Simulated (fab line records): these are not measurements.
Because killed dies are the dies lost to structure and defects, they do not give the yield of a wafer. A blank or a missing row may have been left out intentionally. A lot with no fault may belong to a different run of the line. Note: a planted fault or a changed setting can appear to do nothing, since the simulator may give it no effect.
Chamber matching / flow n5 finfet / pecvd-02 running N5_BEOL_M3_PECVD_72: 3 sister chambers
The step deposits SiO2 from TEOS/O2, target thk 16 nm, time 18 s. 14 wafers are shown with their chamber, then 7 later ones without.

## WAFERS WITH THEIR CHAMBER
wafer=L075.1; chamber=2; throttle valve pct (%)=24.3; showerhead plenum p Torr (Torr)=8.70; heater power w (W)=919
wafer=L075.4; chamber=0; throttle valve pct (%)=21.0; showerhead plenum p Torr (Torr)=8.68; heater power w (W)=891
wafer=L075.6; chamber=2; throttle valve pct (%)=24.4; showerhead plenum p Torr (Torr)=8.70; heater power w (W)=911
wafer=L077.2; chamber=0; throttle valve pct (%)=20.8; showerhead plenum p Torr (Torr)=8.65; heater power w (W)=747
wafer=L077.3; chamber=2; throttle valve pct (%)=24.3; showerhead plenum p Torr (Torr)=8.69; heater power w (W)=919
wafer=L077.4; chamber=2; throttle valve pct (%)=24.4; showerhead plenum p Torr (Torr)=8.68; heater power w (W)=950
wafer=L078.1; chamber=1; throttle valve pct (%)=22.7; showerhead plenum p Torr (Torr)=8.82; heater power w (W)=587
wafer=L078.3; chamber=0; throttle valve pct (%)=20.9; showerhead plenum p Torr (Torr)=8.65; heater power w (W)=836
wafer=L078.6; chamber=2; throttle valve pct (%)=24.3; showerhead plenum p Torr (Torr)=8.70; heater power w (W)=918
wafer=L080.1; chamber=1; throttle valve pct (%)=22.7; showerhead plenum p Torr (Torr)=8.82; heater power w (W)=730
wafer=L080.3; chamber=0; throttle valve pct (%)=20.7; showerhead plenum p Torr (Torr)=8.67; heater power w (W)=884
wafer=L080.4; chamber=1; throttle valve pct (%)=22.9; showerhead plenum p Torr (Torr)=8.82; heater power w (W)=715
wafer=L091.1; chamber=0; throttle valve pct (%)=21.1; showerhead plenum p Torr (Torr)=8.66; heater power w (W)=861
wafer=L091.4; chamber=1; throttle valve pct (%)=23.0; showerhead plenum p Torr (Torr)=8.83; heater power w (W)=578

SIGNATURES, as means of the wafers listed above
reading=throttle valve pct; chamber 0=20.900; chamber 1=22.825; chamber 2=24.340; scatter within a chamber=0.128
reading=showerhead plenum p Torr; chamber 0=8.6620; chamber 1=8.8225; chamber 2=8.6940; scatter within a chamber=0.00989
reading=heater power w; chamber 0=843.80; chamber 1=652.50; chamber 2=923.40; scatter within a chamber=55.8
Rule: for each reading, subtract the chamber's mean from the wafer's reading, divide by that reading's scatter and square the result; add these up over the readings and take the root, which gives the wafer's distance from the chamber. The wafer belongs to the nearest chamber; if the next one is less than 2 further off, it can't be placed. The scatter: take each reading less its chamber's mean, square it, sum over the shown wafers, divide by the number of wafers less the number of chambers, and take the root.

## WAFERS WITHOUT THEIR CHAMBER
wafer=L091.6; throttle valve pct (%)=20.8; showerhead plenum p Torr (Torr)=8.66; heater power w (W)=846
wafer=L093.1; throttle valve pct (%)=22.3; showerhead plenum p Torr (Torr)=8.66; heater power w (W)=986
wafer=L093.3; throttle valve pct (%)=22.7; showerhead plenum p Torr (Torr)=8.82; heater power w (W)=701
wafer=L093.5; throttle valve pct (%)=22.1; showerhead plenum p Torr (Torr)=8.68; heater power w (W)=977
wafer=L096.3; throttle valve pct (%)=22.4; showerhead plenum p Torr (Torr)=8.66; heater power w (W)=1005
wafer=L096.4; throttle valve pct (%)=23.0; showerhead plenum p Torr (Torr)=8.82; heater power w (W)=638
wafer=L096.5; throttle valve pct (%)=22.5; showerhead plenum p Torr (Torr)=8.65; heater power w (W)=998

## WHICH CHAMBER EACH ONE RAN IN
wafer=L091.6; from the rows above=0; in truth=0
wafer=L093.1; from the rows above=0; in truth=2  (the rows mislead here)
wafer=L093.3; from the rows above=1; in truth=1
wafer=L093.5; from the rows above=0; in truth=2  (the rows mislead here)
wafer=L096.3; from the rows above=0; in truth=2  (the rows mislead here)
wafer=L096.4; from the rows above=1; in truth=1
wafer=L096.5; from the rows above=0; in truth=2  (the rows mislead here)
Correct placement for 3 of the 7. From these rows, 0 cannot be placed. Wrongly placed: 4.
